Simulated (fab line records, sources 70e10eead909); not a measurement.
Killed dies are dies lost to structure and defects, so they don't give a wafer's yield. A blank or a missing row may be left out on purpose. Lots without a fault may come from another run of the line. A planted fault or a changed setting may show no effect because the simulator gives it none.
fab line records | flow nand_harc
record lots=7 wafers=19 last_day=33
route steps=1302 shown A_DECK1_JOINT@518 END@1302
lots that met no fault: from a run of the same line without faults
start_h: hours from the record's first day to the start of the lot's first wafer shown | wait_h: hours since the lot's step before | " the same as in the row above | L1.1+2: a row that stands for several wafers | - no value, or no start given | * or withheld: withheld | < > ~ a bound
route shown NAME@n: a module of which the file shows steps, and the number in the route of the first | usual: mean/standard deviation of fault-free wafers | same: alike in all rows | chamber/n: place in a boat | sites: the reading at each site | _std_site: their standard deviation | _edge_site: outer sites' mean less inner sites' | radius_mm: how far each site lies from the wafer's centre | mask NAME#n: copy n | behind: the tool/chamber that last shaped the wafer | hold: why the lot was held/for how many hours/how that ended | device: the transistor (n, p or np) that didn't switch | end of line: the same wafers' tests at the end of the route | a step without rows: its recipe alone | killed: dies lost to structure and defects at the first sort, not the wafer's yield | map: a wafer's dies, x killed, . not, _ none there
set.NAME: the setting as run; set.NAME@STEP: as run at that earlier step | model.NAME: the simulator's own value behind a step, which no gauge read
lots at some steps of the route; a table a step, a row a wafer
services: from which hour (start_h, from the record's first day; less than 0 if before it) a tool's chamber was out of use, for how many hours, and why
## steps
# step NHARC_A_DECK1_JOINT_ETCHBACK_07
# recipe target_depth_a=1050 time_s=26.9 hbr_flow_sccm=150 rf_w=350 icp_w=350 bias_w=60 chemistry=HBr
# usual chamber_pressure_mTorr=15.002/0.017 drypump_motor_current_A=5.7/0.48 oes_product_au=1.003/0.012 rf_fwd_power_W=343.9/1.9 throttle_valve_pct=23.266/0.0095
# columns lot.wafer tool chamber start_h wait_h chamber_pressure_mTorr drypump_motor_current_A oes_product_au rf_fwd_power_W rf_hours_counter_h throttle_valve_pct
L633.2 rie_si-06 2 339.74 0.1 14.999 6.2 0.990 341.5 0.6 23.272
L633.6 " 2 " " 14.998 6.2 0.987 341.0 - 23.251
L633.5 " 3 " " 14.999 5.5 0.996 345.5 - 23.258
L635.3 rie_si-05 0 357.08 0.1 14.970 6.3 1.003 342.0 0.3 23.262
L635.2 " 2 " " 15.013 6.3 0.992 341.7 0.3 23.264
L635.5 " 1 " " 14.995 5.0 0.971 344.0 - 23.260
L637.1 rie_si-06 3 381.35 0.1 14.997 5.5 0.980 342.6 0.8 23.271
L637.2 " 0 " " 15.019 5.3 1.001 344.4 0.8 23.277
L637.5 " 3 " " 15.004 5.5 0.979 343.8 - 23.256
L636.2 rie_si-01 1 385.05 0.1 15.001 6.0 1.007 346.5 0.0 23.265
L636.5 " 2 " " 15.018 5.7 1.013 342.5 - 23.281
L640.3 rie_si-06 1 409.40 0.1 14.990 4.7 1.016 343.1 1.2 23.275
L640.5 " 1 " " 15.009 4.7 1.007 341.6 - 23.275
L644.4 rie_si-05 1 446.91 0.1 15.023 4.9 0.983 347.8 0.7 23.267
L644.2 " 2 " " 14.984 6.3 0.991 339.8 0.7 23.266
L644.6 " 1 " " 14.981 4.9 0.987 347.1 - 23.252
L646.2 rie_si-01 1 467.54 0.1 15.019 6.0 1.003 345.4 0.5 23.265
L646.3 " 0 " " 14.993 6.1 0.991 343.6 0.6 23.272
L646.5 " 2 " " 15.004 5.7 0.994 342.7 - 23.252
# step NHARC_A_DECK1_JOINT_ETCH_25
# recipe target_depth_a=5 chemistry=dHF material=SiO2
# step NHARC_A_DECK1_JOINT_ETCH_19
# recipe temp_c=25 target_depth_a=30 chemistry=TMAH material=poly-Si
# step NHARC_A_DECK1_JOINT_ETCH_18
# recipe target_depth_a=30 chemistry=dHF material=SiO2
# step NHARC_A_DECK1_JOINT_WET_08
# recipe temp_c=160 time_s=86 chemistry=H3PO4
# step NHARC_A_DECK1_JOINT_ETCH_09
# recipe target_depth_a=50 chemistry=dHF material=SiO2
# step NHARC_A_DECK1_JOINT_WET_10
# recipe temp_c=160 time_s=86 chemistry=H3PO4
# step NHARC_A_DECK1_JOINT_ETCH_11
# recipe target_depth_a=350 chemistry=dHF material=SiO2
# step NHARC_A_DECK1_JOINT_CVD_12
# recipe target_thk_a=900 temp_c=620 pressure_mtorr=200 time_s=1800 material=poly-Si
# step NHARC_A_DECK1_JOINT_CMP_13
# recipe target_thk_nm=51.023
# usual motor_current_A=11.5/0.86 time_to_endpoint_s=9.3/2.7
# columns lot.wafer tool chamber start_h wait_h motor_current_A time_to_endpoint_s
L633.2 cmp-02 3 350.06 0.4 11.7 5.5
L633.5 " 0 " " 10.6 6.8
L633.6 " 1 " " 10.9 10.6
L635.3 cmp-01 0 367.59 0.4 12.2 11.0
L635.2 " 3 " " 10.8 7.5
L635.5 " 1 " " 12.1 8.7
L637.1 cmp-04 3 392.25 0.4 10.8 16.2
L637.2 " 0 " " 12.5 10.9
L637.5 " 3 " " 10.2 10.0
L636.2 cmp-02 0 395.36 0.4 11.2 9.7
L636.5 " 2 " " 12.4 13.3
L640.3 cmp-04 3 419.76 0.4 10.9 9.7
L640.5 " 1 " " 11.7 5.2
L644.2 cmp-04 3 457.34 0.4 10.2 14.5
L644.4 " 0 " " 13.0 8.2
L644.6 " 3 " " 11.2 11.0
L646.2 cmp-01 1 477.82 0.4 11.5 8.1
L646.3 " 2 " " 12.7 8.5
L646.5 " 2 " " 11.5 10.0
# step NHARC_A_DECK1_JOINT_THK_MEAS_14
# recipe thk_meas_gauge=ellipsometry
# usual thk_nm=51.1/1.7
# columns lot.wafer tool chamber start_h wait_h thk_nm
L633.2 film_metro-02 - 350.24 0.2 50.3
L633.5 " - " " 52.1
L633.6 " - " " 52.8
L635.2 film_metro-02 - 367.85 0.2 49.1
L635.3 " - " " 52.0
L635.5 " - " " 50.3
L637.1 film_metro-02 - 392.50 0.2 50.8
L637.2 " - " " 50.2
L637.5 " - " " 53.2
L636.2 film_metro-01 - 395.57 0.2 51.6
L636.5 " - " " 51.7
L640.3 film_metro-01 - 419.94 0.2 51.2
L640.5 " - " " 48.6
L644.2 film_metro-01 - 457.57 0.2 53.0
L644.4 " - " " 51.7
L644.6 " - " " 53.4
L646.2 film_metro-01 - 478.08 0.2 53.6
L646.3 " - " " 52.8
L646.5 " - " " 52.5
# step NHARC_A_DECK1_JOINT_SRD_04
# step NHARC_A_DECK1_JOINT_ETCHBACK_00
# recipe target_depth_a=300 time_s=17.4 hbr_flow_sccm=150 rf_w=350 icp_w=350 bias_w=60 chemistry=HBr
# usual chamber_pressure_mTorr=14.999/0.012 drypump_motor_current_A=5.8/0.55 oes_product_au=0.998/0.012 rf_fwd_power_W=342.7/1.9 throttle_valve_pct=23.266/0.009
# columns lot.wafer tool chamber start_h wait_h chamber_pressure_mTorr drypump_motor_current_A oes_product_au rf_fwd_power_W rf_hours_counter_h throttle_valve_pct
L633.2 rie_si-06 1 350.43 0.1 14.996 4.8 1.013 340.7 0.69 23.268
L633.6 " 2 " " 15.005 6.1 0.986 342.6 - 23.272
L633.5 " 3 " " 14.989 5.5 0.975 344.6 - 23.261
L635.3 rie_si-05 2 367.98 0.1 15.017 6.3 0.996 341.7 0.30 23.268
L635.2 " 0 " " 14.985 6.3 1.010 341.2 0.31 23.268
L635.5 " 3 " " 15.001 6.2 1.016 344.8 - 23.269
L637.2 rie_si-05 1 392.63 0.1 15.003 5.0 0.971 343.8 0.39 23.276
L637.1 " 2 " " 14.993 6.3 0.991 341.5 0.49 23.275
L637.5 " 2 " " 15.015 6.3 0.803 341.9 - 23.276
L636.2 rie_si-05 2 395.72 0.1 15.008 6.3 1.006 343.3 0.53 23.287
L636.5 " 1 " " 15.009 5.0 0.782 342.2 - 23.254
L640.3 rie_si-05 0 420.06 0.1 14.990 6.4 0.807 340.3 0.61 23.267
L640.5 " 0 " " 15.003 6.3 0.801 342.1 - 23.253
L644.2 rie_si-01 1 457.70 0.1 14.992 6.0 1.000 344.2 0.41 23.269
L644.4 " 3 " " 15.013 5.3 1.000 343.9 0.58 23.281
L644.6 " 1 " " 14.990 6.1 0.999 347.4 - 23.278
L646.2 rie_si-05 0 478.21 0.1 15.004 6.3 0.997 341.6 1.05 23.269
L646.3 " 1 " " 15.015 4.9 0.964 341.8 0.96 23.256
L646.5 " 0 " " 15.013 6.3 0.990 342.0 - 23.273
# step NHARC_A_DECK1_JOINT_PRECLEAN_30
# recipe time_s=* temp_c=50 bath_age_min=0 chemistry=SC1
# step NHARC_END_SORT_01
# recipe temp_c=25
# usual killed_at_array=59/17 killed_at_other=0.9/1.6 killed_at_periphery=3.7/2.3 killed_dies=64/17 killed_open=3.3/1.8 killed_short=2.4/1.6
# same gross_dies=677
# columns lot.wafer tool chamber start_h wait_h killed_at_array killed_at_other killed_at_periphery killed_dies killed_open killed_short
L633.2 prober-01 0 677.54 2.8 56 1 1 58 1 2
L633.5 prober-01 0 679.95 3.7 48 0 7 55 5 1
L633.6 prober-01 0 680.75 4.0 53 1 2 56 3 1
L635.2 prober-02 0 701.35 2.8 80 1 3 84 6 3
L635.3 prober-02 0 702.15 3.1 60 0 2 62 7 2
L635.5 prober-02 0 703.76 3.7 75 0 5 80 4 0
L636.2 prober-01 0 701.35 2.8 78 1 6 85 3 3
L636.5 prober-01 0 703.74 3.7 74 0 1 75 4 2
L637.1 prober-01 0 708.37 2.5 50 0 6 56 1 0
L637.2 prober-01 0 709.17 2.8 49 0 5 54 3 3
L637.5 prober-01 0 711.56 3.7 55 1 9 65 7 5
L640.3 prober-02 0 731.64 3.1 70 0 4 74 3 2
L640.5 prober-02 0 733.22 3.7 67 1 6 74 4 0
L644.2 prober-01 0 765.30 2.8 69 1 3 73 1 0
L644.4 prober-01 0 766.90 3.4 73 1 6 80 2 0
L644.6 prober-01 0 768.50 4.0 84 2 5 91 5 1
L646.2 prober-02 0 788.37 2.8 72 1 2 75 2 1
L646.3 prober-02 0 789.16 3.1 51 3 1 55 1 1
L646.5 prober-02 0 790.73 3.7 68 0 1 69 4 4
# killed by level:class
L633.2 A_CHANNEL_HOLE_D1:chamber_film_flake=35 A_CONTACT:chamber_film_flake=8 A_CHANNEL_HOLE_D2:chamber_film_flake=3 A_WL_FILL:chamber_film_flake=3 A_STAIRCASE:chamber_film_flake=2 A_DECK1_JOINT:geometric_particle:short=1 A_CHANNEL_HOLE_D2:geometric_particle:open=1 A_M0:geometric_particle:short=1
L633.5 A_CHANNEL_HOLE_D1:chamber_film_flake=24 A_CONTACT:chamber_film_flake=9 A_STAIRCASE:chamber_film_flake=5 P_M2:chamber_film_flake=4 A_WL_FILL:chamber_film_flake=3 P_M0:geometric_particle:open=2 A_CHANNEL_HOLE_D2:chamber_film_flake=2 P_GATE:geometric_particle:open=1
L633.6 A_CHANNEL_HOLE_D1:chamber_film_flake=32 A_CONTACT:chamber_film_flake=8 A_STAIRCASE:chamber_film_flake=5 A_CHANNEL_HOLE_D2:chamber_film_flake=3 A_CHANNEL_FILL_D2:geometric_particle:open=2 A_WL_FILL:chamber_film_flake=2 P_CONTACT:geometric_particle:open=1 A_CHANNEL_FILL_D2:geometric_particle:short=1
L635.2 A_SLIT:chamber_film_flake=30 A_CHANNEL_HOLE_D2:chamber_film_flake=15 A_CHANNEL_HOLE_D1:chamber_film_flake=9 A_CONTACT:chamber_film_flake=9 A_DECK1_JOINT:chamber_film_flake=4 A_BLC:geometric_particle:open=3 A_WL_FILL:geometric_particle:short=2 P_GATE:chamber_film_flake=2
L636.2 A_CHANNEL_HOLE_D1:chamber_film_flake=27 A_CHANNEL_HOLE_D2:chamber_film_flake=20 A_CONTACT:chamber_film_flake=11 A_SLIT:chamber_film_flake=6 A_DECK1_JOINT:chamber_film_flake=4 A_CHANNEL_FILL_D1:chamber_film_flake=2 A_CHANNEL_FILL_D2:chamber_film_flake=2 A_BLC:chamber_film_flake=2
L635.3 A_SLIT:chamber_film_flake=33 A_CHANNEL_HOLE_D2:chamber_film_flake=8 A_CHANNEL_HOLE_D1:chamber_film_flake=5 A_CHANNEL_HOLE_D1:geometric_particle:open=2 A_M0:geometric_particle:open=2 A_STAIRCASE:chamber_film_flake=2 A_CONTACT:chamber_film_flake=2 P_M0:geometric_particle:open=1
L636.5 A_CHANNEL_HOLE_D2:chamber_film_flake=23 A_CHANNEL_HOLE_D1:chamber_film_flake=21 A_CONTACT:chamber_film_flake=14 A_SLIT:chamber_film_flake=3 A_DECK1_JOINT:chamber_film_flake=3 A_M1:geometric_particle:open=2 A_CHANNEL_FILL_D1:chamber_film_flake=2 A_ONON_D2:geometric_particle:open=1
L635.5 A_SLIT:chamber_film_flake=35 A_CHANNEL_HOLE_D2:chamber_film_flake=18 A_CONTACT:chamber_film_flake=9 A_CHANNEL_HOLE_D1:chamber_film_flake=4 A_STAIRCASE:chamber_film_flake=3 P_M2:chamber_film_flake=2 A_BLC:chamber_film_flake=2 P_CONTACT:geometric_particle:open=1
L637.1 A_SLIT:chamber_film_flake=33 A_CONTACT:chamber_film_flake=7 P_CONTACT:chamber_film_flake=5 A_CHANNEL_HOLE_D1:chamber_film_flake=5 A_BLC:chamber_film_flake=2 P_GATE:geometric_particle:open=1 A_CHANNEL_FILL_D1:chamber_film_flake=1 A_CHANNEL_FILL_D2:chamber_film_flake=1
L637.2 A_SLIT:chamber_film_flake=32 A_CHANNEL_HOLE_D1:chamber_film_flake=5 A_CONTACT:chamber_film_flake=3 P_CONTACT:chamber_film_flake=2 A_STAIRCASE:chamber_film_flake=2 P_CONTACT:geometric_particle:open=1 A_ONON_D1:geometric_particle:open=1 A_CHANNEL_FILL_D2:geometric_particle:open=1
L637.5 A_SLIT:chamber_film_flake=30 A_CONTACT:chamber_film_flake=6 P_CONTACT:chamber_film_flake=5 A_CHANNEL_HOLE_D1:chamber_film_flake=4 A_STAIRCASE:chamber_film_flake=4 A_CHANNEL_FILL_D2:geometric_particle:short=2 A_WL_FILL:geometric_particle:short=2 A_M0:geometric_particle:open=2
L640.3 A_SLIT:chamber_film_flake=35 A_CHANNEL_HOLE_D1:chamber_film_flake=24 A_SGD_CUT:chamber_film_flake=3 A_ONON_D1:geometric_particle:short=2 A_CONTACT:chamber_film_flake=2 P_CONTACT:geometric_particle:open=1 A_CHANNEL_FILL_D1:geometric_particle:open=1 A_M0:geometric_particle:open=1
L640.5 A_CHANNEL_HOLE_D1:chamber_film_flake=29 A_SLIT:chamber_film_flake=26 P_STI:chamber_film_flake=5 A_CONTACT:chamber_film_flake=5 A_CHANNEL_FILL_D1:geometric_particle:open=2 A_SGD_CUT:chamber_film_flake=2 A_ONON_D2:geometric_particle:open=1 A_CONTACT:geometric_particle:open=1
L644.2 A_SLIT:chamber_film_flake=23 A_CHANNEL_HOLE_D2:chamber_film_flake=18 A_CHANNEL_HOLE_D1:chamber_film_flake=11 A_CONTACT:chamber_film_flake=11 A_CHANNEL_FILL_D1:chamber_film_flake=3 P_ZERO_WELL:chamber_film_flake=2 A_WL_FILL:chamber_film_flake=2 P_CONTACT:geometric_particle:open=1
L644.4 A_SLIT:chamber_film_flake=22 A_CHANNEL_HOLE_D2:chamber_film_flake=17 A_CHANNEL_HOLE_D1:chamber_film_flake=14 A_CONTACT:chamber_film_flake=14 P_ZERO_WELL:chamber_film_flake=4 A_CHANNEL_FILL_D2:chamber_film_flake=2 P_CONTACT:geometric_particle:open=1 A_M0:geometric_particle:open=1
L644.6 A_SLIT:chamber_film_flake=22 A_CHANNEL_HOLE_D1:chamber_film_flake=19 A_CHANNEL_HOLE_D2:chamber_film_flake=18 A_CONTACT:chamber_film_flake=15 A_CHANNEL_FILL_D1:geometric_particle:open=3 P_STI:chamber_film_flake=2 A_CHANNEL_FILL_D1:chamber_film_flake=2 THIN_TSV:chamber_film_flake=2
L646.2 A_SLIT:chamber_film_flake=37 A_CHANNEL_HOLE_D1:chamber_film_flake=23 A_CONTACT:chamber_film_flake=7 A_CHANNEL_FILL_D1:chamber_film_flake=2 P_M0:geometric_particle:open=1 A_ONON_D1:geometric_particle:open=1 A_CHANNEL_FILL_D2:geometric_particle:short=1 P_BONDPAD:chamber_film_flake=1
L646.3 A_SLIT:chamber_film_flake=27 A_CHANNEL_HOLE_D1:chamber_film_flake=13 A_CONTACT:chamber_film_flake=5 THIN_TSV:chamber_film_flake=3 A_STAIRCASE:chamber_film_flake=2 P_CONTACT:geometric_particle:open=1 A_WL_FILL:geometric_particle:short=1 A_CHANNEL_FILL_D1:chamber_film_flake=1
L646.5 A_SLIT:chamber_film_flake=28 A_CHANNEL_HOLE_D1:chamber_film_flake=20 A_CONTACT:chamber_film_flake=5 A_STAIRCASE:chamber_film_flake=4 A_CHANNEL_FILL_D2:geometric_particle:short=2 A_CHANNEL_HOLE_D2:chamber_film_flake=2 P_M0:geometric_particle:open=1 A_ONON_D1:geometric_particle:short=1
## services
# columns tool chamber start_h hours kind
cmp-01 - 317.09 0.9 repair
cmp-02 - 330.50 4.0 pm
cmp-02 - 335.04 0.3 repair
cmp-01 - 335.55 1.5 repair
rie_si-01 1 354.03 8.0 repair
rie_si-01 - 370.00 9.0 pm
cmp-01 - 381.50 4.0 pm
rie_si-05 - 397.15 0.7 repair
cmp-02 - 404.90 3.1 repair
cmp-04 - 405.36 4.0 pm
rie_si-06 3 407.03 4.3 repair
cmp-02 - 408.35 1.0 repair
rie_si-06 - 426.00 9.0 pm
rie_si-06 0 426.00 9.0 vent_cycle
rie_si-06 1 426.00 9.0 vent_cycle
rie_si-06 2 426.00 9.0 vent_cycle
rie_si-06 3 426.00 9.0 vent_cycle
cmp-02 - 428.50 4.0 pm
cmp-01 - 431.90 2.4 repair
rie_si-06 0 435.00 - clean
rie_si-06 1 435.00 - clean
rie_si-06 2 435.00 - clean
rie_si-06 - 438.74 0.3 repair
cmp-02 - 474.50 2.5 repair
## key
first_sign step=NHARC_A_DECK1_JOINT_ETCHBACK_00 reading=oes_product_au direction=down sigmas=16 usual=0.998 struck=0.798
effect none on later readings
met_at NHARC_A_DECK1_JOINT_ETCHBACK_00
struck_wafers L636.5,L637.5,L640.3,L640.5
tester_left_out L636,L637,L640
onset_between 367.98 392.63
fault kind=process_parameter_drift tool=rie_si-05 chamber=- onset_h=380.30 steps=NHARC_A_DECK1_JOINT_ETCHBACK_00 channel=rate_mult offset=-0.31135 shape=step end_h=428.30 scope=struck_wafers_only
# tester_left_out: of these lots the tester's yield and bins aren't shown, on N5 and GAA mostly nor the transistor test; their killed dies are dies lost to structure and defects alone, not to doping, threshold or leakage, so they don't give the yield
